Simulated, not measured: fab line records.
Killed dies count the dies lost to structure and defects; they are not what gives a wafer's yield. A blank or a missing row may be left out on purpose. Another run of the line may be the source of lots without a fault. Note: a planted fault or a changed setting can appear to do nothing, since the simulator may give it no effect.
Struck lot and sound lot, side by side ; flow n5_finfet ; 15 steps out of a route of 1938
Sound: these wafers, L190.2, L190.5, L190.6. Struck: wafers L196.1, L196.3, L196.5. The cause is named last.
Order at every step that has rows: each side's tool, ch and its chambers, its first start. Under that, the readings that differ: sound wafers ; struck wafers ; difference of the means ; sigmas: that difference in standard deviations of wafers without a fault.
alike: words and numbers the same on both sides, and readings whose means are apart by under 2 such deviations; not compared: readings that were withheld, readings missing a value for some wafer, numbers with overlapping values and no deviation given by the record, and bounds like >300 which may hide the same value.
A row with sigmas, a row that says differs or no value, or rows on one side alone: a step with any of these is where the two part. Non-overlapping numbers with no deviation appear without sigmas and do not part them. A reading that every wafer of one side lacks parts them only if that side has two wafers or more.

first, 8 steps without rows for these wafers: N5_WELL_APT_HMDS_01 (time 60 s); N5_WELL_APT_COAT_02 (resist thk 950 nm); N5_WELL_APT_EBR_04; N5_WELL_APT_SOFTBAKE_03 (time 60 s); N5_WELL_APT_EXPOSE_05 (exposes mask NWELL, defocus 0 nm, target cd 200 nm); N5_WELL_APT_PEB_06 (peb time 90 s); N5_WELL_APT_DEVELOP_07 (develop time 45 s); N5_WELL_APT_HARDBAKE_12 (time 120 s).
N5_WELL_APT_CD_MEAS_08: the cd target is 200 nm.
  sound on cd_sem-01 ch 0, day 4 01:43; struck on cd_sem-01 ch 0, day 5 14:21
  alike: cd_nm
N5_WELL_APT_OVL_MEAS_09:
  sound on overlay-02 ch 0, day 4 01:44; struck on overlay-01 ch 0, day 5 14:23
  alike: NWELL_OVL
N5_WELL_APT_INSPECT_10: inspects for defects (macro).
  sound on defect_inspect-02, day 4 01:46; struck on defect_inspect-01, day 5 14:25
  alike: raw_defect_count
N5_WELL_APT_DESCUM_13: chemistry O2, time 7.9 s.
  sound on rie_diel-06 ch 0,3, day 4 01:48; struck on rie_diel-05 ch 0,2, day 5 14:26
  alike: drypump_motor_current_A, oes_product_au, rf_fwd_power_W, rf_vpp_V, showerhead_plenum_p_Torr, throttle_valve_pct
  not compared: rf_hours_counter_h
N5_WELL_APT_IMPLANT_14:
  sound on implanter-02 ch 0, day 4 01:56; struck on implanter-02 ch 0, day 5 14:32
reading;sound;struck;difference;sigmas
dose_ions_cm2;1.5024e+13 1.4993e+13 1.4978e+13;2.8113e+13 2.8129e+13 2.8101e+13;+1.3116e+13;+99 or more
faraday_current_uA;194 181 189;334 358 358;+162;+40
following that, these wafers have no rows for 1 step: N5_WELL_APT_IMPLANT_15.
N5_PASSIVATION_PROBE_49:
  the record holds rows for the sound wafers here (prober-02, day 16 09:10) but none for the struck ones

WHERE THEY PART
Last at N5_PASSIVATION_PROBE_49 as far as this record goes, first at N5_WELL_APT_IMPLANT_14.

WHY: whatever the simulator had introduced
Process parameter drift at N5_WELL_APT_IMPLANT_14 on implanter-02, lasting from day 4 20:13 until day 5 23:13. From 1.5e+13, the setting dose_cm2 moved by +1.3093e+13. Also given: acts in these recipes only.
